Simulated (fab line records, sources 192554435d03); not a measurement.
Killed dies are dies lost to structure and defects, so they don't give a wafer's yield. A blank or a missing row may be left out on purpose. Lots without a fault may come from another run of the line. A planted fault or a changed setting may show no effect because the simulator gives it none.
Which tool did it? | flow n5_finfet | 23 lots, 69 wafers sampled, at 6 steps of a route of 1938

WHAT THE GAUGES READ, wafer by wafer
N5_MOL_CONTACT_COAG_CD_MEAS_137: target cd 16 nm.
lot  | measured     | on        | cd_nm (nm)
L075 | day 5 08:54  | cd_sem-01 | 15.9 15.9 16.4
L076 | day 5 18:22  | cd_sem-01 | 16.0 16.2 16.5
L077 | day 5 23:39  | cd_sem-01 | 16.1 15.5 16.1
L078 | day 6 07:25  | cd_sem-01 | 16.6 16.1 15.4
L079 | day 6 11:46  | cd_sem-03 | 15.9 16.2 16.2
L080 | day 6 18:44  | cd_sem-02 | 16.4 15.6 16.3
L081 | day 7 00:45  | cd_sem-01 | 15.7 15.4 16.0
L082 | day 7 09:28  | cd_sem-01 | 16.1 16.4 16.3
L083 | day 7 15:55  | cd_sem-02 | 15.2 15.5 15.3
L084 | day 7 22:13  | cd_sem-03 | 15.6 15.9 15.9
L085 | day 8 03:01  | cd_sem-02 | 16.2 16.2 15.6
L086 | day 8 07:01  | cd_sem-03 | 16.2 16.1 15.9
L087 | day 8 10:29  | cd_sem-02 | 15.6 16.1 16.2
L088 | day 8 22:02  | cd_sem-03 | 16.1 16.0 16.0
L089 | day 8 23:12  | cd_sem-01 | 15.9 15.8 16.1
L090 | day 9 10:07  | cd_sem-01 | 16.1 16.2 15.6
L091 | day 9 10:20  | cd_sem-03 | 16.0 15.8 15.4
L092 | day 9 17:52  | cd_sem-01 | 15.7 15.7 16.3
L093 | day 10 00:12 | cd_sem-01 | 15.8 16.0 16.0
L094 | day 10 07:53 | cd_sem-03 | 15.7 16.3 16.4
L095 | day 10 10:13 | cd_sem-03 | 15.5 16.2 16.0
L096 | day 10 18:02 | cd_sem-02 | 15.8 15.5 15.8
L097 | day 11 00:29 | cd_sem-03 | 15.7 15.9 15.8

WHICH TOOL RAN EACH LOT (tool, then ch and the chambers of the sampled wafers, then the start)
lot  | N5_MOL_CONTACT_COAG_ALD_123       | N5_MOL_CONTACT_COAG_ETCH_89        | N5_MOL_CONTACT_COAG_ALD_131       | N5_MOL_CONTACT_COAG_ETCHBACK_132   | N5_MOL_CONTACT_COAG_STRIP_96
L075 | ald_sin-04 ch 0,1,2, day 5 07:02  | rie_diel-02 ch 0,2, day 5 08:07    | ald_sin-01 ch 0,1,2, day 5 08:13  | rie_diel-03 ch 0,3, day 5 08:24    | rie_diel-03 ch 0,3, day 5 08:38
L076 | ald_sin-02 ch 1,2,3, day 5 16:16  | rie_diel-03 ch 2,3, day 5 17:16    | ald_sin-04 ch 0,2, day 5 17:41    | rie_diel-04 ch 0,1,3, day 5 17:52  | rie_diel-04 ch 0,1,3, day 5 18:06
L077 | ald_sin-01 ch 1,2,3, day 5 21:41  | rie_diel-04 ch 0,2,3, day 5 22:53  | ald_sin-04 ch 2,3, day 5 22:59    | rie_diel-02 ch 1,2, day 5 23:09    | rie_diel-02 ch 1,2, day 5 23:23
L078 | ald_sin-04 ch 0,1,2, day 6 04:43  | rie_diel-02 ch 0,2,3, day 6 06:34  | ald_sin-04 ch 1,2,3, day 6 06:40  | rie_diel-03 ch 0,2,3, day 6 06:56  | rie_diel-03 ch 0,2,3, day 6 07:09
L079 | ald_sin-04 ch 1,2,3, day 6 08:46  | rie_diel-02 ch 1,2,3, day 6 10:56  | ald_sin-02 ch 0,1,2, day 6 11:05  | rie_diel-03 ch 0,2,3, day 6 11:16  | rie_diel-03 ch 0,2,3, day 6 11:29
L080 | ald_sin-02 ch 1,2,3, day 6 16:48  | rie_diel-02 ch 1,2,3, day 6 17:56  | ald_sin-02 ch 0,3, day 6 18:02    | rie_diel-02 ch 0,2,3, day 6 18:13  | rie_diel-02 ch 0,2,3, day 6 18:26
L081 | ald_sin-02 ch 1,2,3, day 6 22:13  | rie_diel-02 ch 0,1,3, day 6 23:29  | ald_sin-04 ch 0,2,3, day 7 00:05  | rie_diel-04 ch 2,3, day 7 00:16    | rie_diel-04 ch 2,3, day 7 00:29
L082 | ald_sin-04 ch 1,2,3, day 7 07:23  | rie_diel-04 ch 1,2, day 7 08:37    | ald_sin-04 ch 0,2, day 7 08:43    | rie_diel-03 ch 2,3, day 7 08:56    | rie_diel-03 ch 2,3, day 7 09:10
L083 | ald_sin-04 ch 0,2, day 7 14:06    | rie_diel-04 ch 0,1, day 7 15:08    | ald_sin-04 ch 0,1,3, day 7 15:14  | rie_diel-02 ch 0,1, day 7 15:25    | rie_diel-02 ch 0,1, day 7 15:38
L084 | ald_sin-01 ch 0,2,3, day 7 20:11  | rie_diel-03 ch 1,3, day 7 21:19    | ald_sin-04 ch 1,2,3, day 7 21:25  | rie_diel-02 ch 0,1,2, day 7 21:42  | rie_diel-02 ch 0,1,2, day 7 21:55
L085 | ald_sin-02 ch 1,2,3, day 8 00:32  | rie_diel-04 ch 0,1,2, day 8 01:43  | ald_sin-02 ch 0,2,3, day 8 02:20  | rie_diel-04 ch 2,3, day 8 02:31    | rie_diel-04 ch 2,3, day 8 02:44
L086 | ald_sin-04 ch 0,1,3, day 8 04:53  | rie_diel-02 ch 0,1,3, day 8 06:09  | ald_sin-04 ch 1,2,3, day 8 06:15  | rie_diel-02 ch 0,1,2, day 8 06:31  | rie_diel-02 ch 0,1,2, day 8 06:44
L087 | ald_sin-04 ch 0,1,2, day 8 08:29  | rie_diel-03 ch 0,1,3, day 8 09:43  | ald_sin-02 ch 0,1,3, day 8 09:49  | rie_diel-03 ch 0,1,3, day 8 09:59  | rie_diel-03 ch 0,1,3, day 8 10:13
L088 | ald_sin-01 ch 1,3, day 8 20:05    | rie_diel-02 ch 0,1,3, day 8 21:13  | ald_sin-02 ch 0,2,3, day 8 21:19  | rie_diel-02 ch 0,1,2, day 8 21:30  | rie_diel-02 ch 0,1,2, day 8 21:43
L089 | ald_sin-01 ch 0,1,3, day 8 21:06  | rie_diel-03 ch 1,2,3, day 8 22:05  | ald_sin-02 ch 0,1,3, day 8 22:32  | rie_diel-04 ch 0,1,3, day 8 22:43  | rie_diel-04 ch 0,1,3, day 8 22:56
L090 | ald_sin-02 ch 1,3, day 9 08:14    | rie_diel-03 ch 1,3, day 9 09:19    | ald_sin-02 ch 0,1,3, day 9 09:25  | rie_diel-04 ch 1,2,3, day 9 09:35  | rie_diel-04 ch 1,2,3, day 9 09:49
L091 | ald_sin-04 ch 1,2,3, day 9 08:29  | rie_diel-04 ch 1,2,3, day 9 09:29  | ald_sin-04 ch 1,2,3, day 9 09:35  | rie_diel-03 ch 0,2, day 9 09:51    | rie_diel-03 ch 0,2, day 9 10:04
L092 | ald_sin-04 ch 1,2,3, day 9 16:02  | rie_diel-03 ch 0,2,3, day 9 17:02  | ald_sin-04 ch 0,2,3, day 9 17:08  | rie_diel-03 ch 0,2,3, day 9 17:19  | rie_diel-03 ch 0,2,3, day 9 17:33
L093 | ald_sin-04 ch 1,2, day 9 22:18    | rie_diel-02 ch 0,2,3, day 9 23:25  | ald_sin-02 ch 0,2,3, day 9 23:31  | rie_diel-03 ch 1,2, day 9 23:42    | rie_diel-03 ch 1,2, day 9 23:55
L094 | ald_sin-01 ch 0,1,3, day 10 05:58 | rie_diel-03 ch 1,2,3, day 10 07:07 | ald_sin-02 ch 1,2,3, day 10 07:13 | rie_diel-03 ch 1,3, day 10 07:23   | rie_diel-03 ch 1,3, day 10 07:37
L095 | ald_sin-02 ch 0,1,2, day 10 08:13 | rie_diel-02 ch 0,3, day 10 09:15   | ald_sin-02 ch 1,3, day 10 09:22   | rie_diel-02 ch 0,3, day 10 09:34   | rie_diel-02 ch 0,3, day 10 09:55
L096 | ald_sin-02 ch 0,1,2, day 10 14:33 | rie_diel-04 ch 0,3, day 10 16:48   | ald_sin-04 ch 0,2,3, day 10 17:07 | rie_diel-02 ch 0,2,3, day 10 17:32 | rie_diel-02 ch 0,2,3, day 10 17:46
L097 | ald_sin-04 ch 0,2,3, day 10 19:52 | rie_diel-02 ch 2,3, day 10 23:40   | ald_sin-02 ch 0,1,3, day 10 23:46 | rie_diel-02 ch 0,3, day 10 23:59   | rie_diel-02 ch 0,3, day 11 00:13
- N5_MOL_CONTACT_COAG_ALD_123: deposits SiNx, target thk 5 nm, pulse time 1 s, purge time 2 s.
- N5_MOL_CONTACT_COAG_ETCH_89: etches underlayer in N2/H2, target depth 13 nm, time 10.4 s.
- N5_MOL_CONTACT_COAG_ALD_131: deposits SiO2, target thk 5 nm, pulse time 1 s, co reactant pulse time 1 s.
- N5_MOL_CONTACT_COAG_ETCHBACK_132: etches SiO2 in CHF3, target depth 10 nm, time 6.7 s.
- N5_MOL_CONTACT_COAG_STRIP_96: strips in N2/H2.

WHAT THE TOOLS THEMSELVES READ (means of the sampled wafers that have a number; where no wafer has one, the mark that the record gives instead)
N5_MOL_CONTACT_COAG_ALD_123.
lot  | tool       | heater_power_w (W) | precursor_pulse_height_rel
L075 | ald_sin-04 | 892                | 1.024
L076 | ald_sin-02 | 853                | 1.002
L077 | ald_sin-01 | 832                | 1.004
L078 | ald_sin-04 | 888                | 1.027
L079 | ald_sin-04 | 892                | 0.997
L080 | ald_sin-02 | 862                | 0.993
L081 | ald_sin-02 | 843                | 1.017
L082 | ald_sin-04 | 893                | 1.004
L083 | ald_sin-04 | 886                | 1.003
L084 | ald_sin-01 | 856                | 1.000
L085 | ald_sin-02 | 863                | 0.991
L086 | ald_sin-04 | 827                | 1.013
L087 | ald_sin-04 | 888                | 1.006
L088 | ald_sin-01 | 874                | 1.003
L089 | ald_sin-01 | 825                | 0.990
L090 | ald_sin-02 | 855                | 0.997
L091 | ald_sin-04 | 870                | 1.004
L092 | ald_sin-04 | 875                | 0.983
L093 | ald_sin-04 | 864                | 0.982
L094 | ald_sin-01 | 845                | 0.978
L095 | ald_sin-02 | 863                | 0.995
L096 | ald_sin-02 | 853                | 1.008
L097 | ald_sin-04 | 867                | 1.023

N5_MOL_CONTACT_COAG_ETCH_89.
lot  | tool        | drypump_motor_current_A (A) | etch_rf_on_time_s (s) | oes_product_au (a.u.) | rf_vpp_V (V) | showerhead_plenum_p_Torr (Torr) | throttle_valve_pct (%)
L075 | rie_diel-02 | 5.9                         | 10.12                 | 0.75                  | 522.3        | 2.54                            | 17.74
L076 | rie_diel-03 | 5.7                         | 10.17                 | 0.72                  | 525.0        | 2.56                            | 17.81
L077 | rie_diel-04 | 5.8                         | 10.29                 | 0.72                  | 524.1        | 2.56                            | 17.66
L078 | rie_diel-02 | 6.0                         | 10.39                 | 0.68                  | 524.2        | 2.56                            | 17.76
L079 | rie_diel-02 | 5.9                         | 10.37                 | 0.62                  | 522.5        | 2.50                            | 17.82
L080 | rie_diel-02 | 5.9                         | 10.47                 | 0.62                  | 523.0        | 2.50                            | 17.82
L081 | rie_diel-02 | 5.9                         | 10.31                 | 0.66                  | 524.5        | 2.54                            | 17.71
L082 | rie_diel-04 | 5.9                         | 10.27                 | 0.64                  | 525.9        | 2.60                            | 17.89
L083 | rie_diel-04 | 5.6                         | 10.34                 | 0.74                  | 527.5        | 2.67                            | 17.52
L084 | rie_diel-03 | 6.1                         | 10.50                 | 0.74                  | 525.3        | 2.59                            | 17.77
L085 | rie_diel-04 | 5.8                         | 10.32                 | 0.68                  | 526.1        | 2.61                            | 17.74
L086 | rie_diel-02 | 5.9                         | 10.27                 | 0.65                  | 524.3        | 2.54                            | 17.72
L087 | rie_diel-03 | 6.1                         | 10.35                 | 0.77                  | 525.1        | 2.56                            | 17.77
L088 | rie_diel-02 | 5.9                         | 10.30                 | 0.65                  | 523.3        | 2.53                            | 17.73
L089 | rie_diel-03 | 5.7                         | 10.31                 | 0.77                  | 524.1        | 2.55                            | 17.72
L090 | rie_diel-03 | 6.2                         | 10.37                 | 0.74                  | 524.9        | 2.59                            | 17.82
L091 | rie_diel-04 | 5.8                         | 10.25                 | 0.65                  | 523.3        | 2.54                            | 17.87
L092 | rie_diel-03 | 5.6                         | 10.22                 | 0.77                  | 523.2        | 2.51                            | 17.70
L093 | rie_diel-02 | 6.0                         | 10.44                 | 0.66                  | 524.0        | 2.55                            | 17.80
L094 | rie_diel-03 | 5.7                         | 10.38                 | 0.74                  | 523.0        | 2.55                            | 17.72
L095 | rie_diel-02 | 6.0                         | 10.29                 | 0.69                  | 524.6        | 2.59                            | 17.70
L096 | rie_diel-04 | 5.5                         | 10.22                 | 0.71                  | 524.1        | 2.53                            | 17.62
L097 | rie_diel-02 | 6.0                         | 10.47                 | 0.61                  | 522.2        | 2.50                            | 17.96

N5_MOL_CONTACT_COAG_ALD_131.
lot  | tool       | heater_power_w (W) | precursor_pulse_height_rel
L075 | ald_sin-01 | 73                 | 1.014
L076 | ald_sin-04 | 82                 | 1.003
L077 | ald_sin-04 | 80                 | 0.999
L078 | ald_sin-04 | 83                 | 0.996
L079 | ald_sin-02 | 79                 | 0.981
L080 | ald_sin-02 | 78                 | 0.992
L081 | ald_sin-04 | 82                 | 1.016
L082 | ald_sin-04 | 87                 | 1.003
L083 | ald_sin-04 | 78                 | 1.012
L084 | ald_sin-04 | 82                 | 0.992
L085 | ald_sin-02 | 78                 | 1.001
L086 | ald_sin-04 | 81                 | 0.987
L087 | ald_sin-02 | 78                 | 0.992
L088 | ald_sin-02 | 78                 | 1.014
L089 | ald_sin-02 | 79                 | 1.026
L090 | ald_sin-02 | 78                 | 1.001
L091 | ald_sin-04 | 81                 | 1.013
L092 | ald_sin-04 | 81                 | 1.013
L093 | ald_sin-02 | 78                 | 0.993
L094 | ald_sin-02 | 80                 | 1.007
L095 | ald_sin-02 | 80                 | 0.996
L096 | ald_sin-04 | 81                 | 1.003
L097 | ald_sin-02 | 78                 | 1.001

N5_MOL_CONTACT_COAG_ETCHBACK_132.
lot  | tool        | drypump_motor_current_A (A) | oes_product_au (a.u.) | rf_vpp_V (V) | showerhead_plenum_p_Torr (Torr) | throttle_valve_pct (%)
L075 | rie_diel-03 | 5.9                         | 0.75                  | 537          | 2.38                            | 18.83
L076 | rie_diel-04 | 5.6                         | 0.86                  | 522          | 2.45                            | 18.53
L077 | rie_diel-02 | 5.7                         | 0.72                  | 510          | 2.27                            | 18.75
L078 | rie_diel-03 | 5.5                         | 0.75                  | 533          | 2.37                            | 18.86
L079 | rie_diel-03 | 5.5                         | 0.75                  | 535          | 2.37                            | 18.87
L080 | rie_diel-02 | 6.0                         | 0.79                  | 528          | 2.39                            | 18.59
L081 | rie_diel-04 | 6.0                         | 0.76                  | 515          | 2.35                            | 18.82
L082 | rie_diel-03 | 5.2                         | 0.74                  | 534          | 2.37                            | 18.90
L083 | rie_diel-02 | 5.8                         | 0.83                  | 530          | 2.36                            | 18.61
L084 | rie_diel-02 | 5.8                         | 0.77                  | 519          | 2.32                            | 18.70
L085 | rie_diel-04 | 5.8                         | 0.79                  | 509          | 2.34                            | 18.67
L086 | rie_diel-02 | 5.8                         | 0.77                  | 519          | 2.32                            | 18.70
L087 | rie_diel-03 | 6.0                         | 0.90                  | 537          | 2.40                            | 18.65
L088 | rie_diel-02 | 5.8                         | 0.77                  | 520          | 2.32                            | 18.71
L089 | rie_diel-04 | 5.6                         | 0.82                  | 521          | 2.45                            | 18.56
L090 | rie_diel-04 | 5.8                         | 0.76                  | 519          | 2.38                            | 18.72
L091 | rie_diel-03 | 5.1                         | 0.94                  | 530          | 2.34                            | 18.57
L092 | rie_diel-03 | 5.5                         | 0.89                  | 535          | 2.36                            | 18.61
L093 | rie_diel-03 | 5.3                         | 0.92                  | 531          | 2.38                            | 18.64
L094 | rie_diel-03 | 6.1                         | 0.85                  | 539          | 2.41                            | 18.70
L095 | rie_diel-02 | 6.0                         | 0.80                  | 540          | 2.43                            | 18.56
L096 | rie_diel-02 | 6.0                         | 0.77                  | 529          | 2.38                            | 18.65
L097 | rie_diel-02 | 6.2                         | 0.74                  | 539          | 2.43                            | 18.56

N5_MOL_CONTACT_COAG_STRIP_96.
lot  | tool        | bias_power_w (W) | drypump_motor_current_A (A) | oes_product_au (a.u.) | power_w (W) | rf_vpp_V (V) | showerhead_plenum_p_Torr (Torr) | throttle_valve_pct (%)
L075 | rie_diel-03 | 27.95            | 5.9                         | 0.76                  | 500.1       | 121.1        | 3.35                            | 19.3
L076 | rie_diel-04 | 28.09            | 5.6                         | 0.87                  | 499.2       | 122.2        | 3.44                            | 18.8
L077 | rie_diel-02 | 27.96            | 5.7                         | 0.71                  | 499.7       | 120.5        | 3.21                            | 18.8
L078 | rie_diel-03 | 28.04            | 5.6                         | 0.75                  | 499.5       | 121.7        | 3.34                            | 19.1
L079 | rie_diel-03 | 28.03            | 5.6                         | 0.74                  | 498.2       | 121.2        | 3.33                            | 19.1
L080 | rie_diel-02 | 27.98            | 6.0                         | 0.80                  | 500.2       | 122.6        | 3.38                            | 18.9
L081 | rie_diel-04 | 28.16            | 6.1                         | 0.76                  | 499.4       | 122.1        | 3.30                            | 19.0
L082 | rie_diel-03 | 28.09            | 5.2                         | 0.74                  | 500.3       | 122.6        | 3.33                            | 18.9
L083 | rie_diel-02 | 28.04            | 5.8                         | 0.82                  | 499.4       | 122.8        | 3.33                            | 18.8
L084 | rie_diel-02 | 28.08            | 5.8                         | 0.77                  | 501.2       | 121.1        | 3.27                            | 18.9
L085 | rie_diel-04 | 28.01            | 5.8                         | 0.79                  | 501.4       | 121.4        | 3.28                            | 19.0
L086 | rie_diel-02 | 28.02            | 5.8                         | 0.77                  | 499.6       | 121.8        | 3.27                            | 18.9
L087 | rie_diel-03 | 28.01            | 6.1                         | 0.89                  | 500.1       | 122.9        | 3.38                            | 19.0
L088 | rie_diel-02 | 27.96            | 5.8                         | 0.76                  | 498.3       | 120.4        | 3.27                            | 18.9
L089 | rie_diel-04 | 27.94            | 5.6                         | 0.82                  | 498.5       | 123.2        | 3.43                            | 18.9
L090 | rie_diel-04 | 28.02            | 5.8                         | 0.76                  | 500.8       | 122.1        | 3.35                            | 19.1
L091 | rie_diel-03 | 28.01            | 5.1                         | 0.94                  | 499.7       | 121.4        | 3.28                            | 18.7
L092 | rie_diel-03 | 28.06            | 5.5                         | 0.90                  | 499.4       | 121.2        | 3.32                            | 18.9
L093 | rie_diel-03 | 28.02            | 5.3                         | 0.90                  | 501.2       | 121.3        | 3.33                            | 18.6
L094 | rie_diel-03 | 27.96            | 6.2                         | 0.84                  | 501.0       | 123.0        | 3.40                            | 18.9
L095 | rie_diel-02 | 28.08            | 6.0                         | 0.81                  | 499.9       | 122.1        | 3.42                            | 18.9
L096 | rie_diel-02 | 27.98            | 6.1                         | 0.76                  | 500.0       | 121.5        | 3.36                            | 19.0
L097 | rie_diel-02 | 27.90            | 6.2                         | 0.75                  | 498.6       | 123.3        | 3.43                            | 18.8

THE ANSWER, worked out from the rows above alone
Rule: what is usual is taken from the lots themselves. Put in order of their means at a reading, lots are off if they are a third of the lots or fewer, leave a main group of 4 or more, and stand apart from it by a gap of 3 or more times the standard deviation of the main group's means; of several such gaps the widest counts. A main group whose means are all the same, to the digits that the tables above print for the reading, isn't used. A lot without any number at a reading at which 4 lots or more have one is off too. The other lots that the step has rows for count as sound. The gauges are gone through in route order, then the tools' own readings, and for those a lot's mean is taken as printed above. The first step at which some lot is off is used, and at that step the reading that is off furthest; a lot without a number counts as furthest.
No lot is off at any reading shown: from this, nothing can be told.

WHAT THE SIMULATOR HAD PUT IN
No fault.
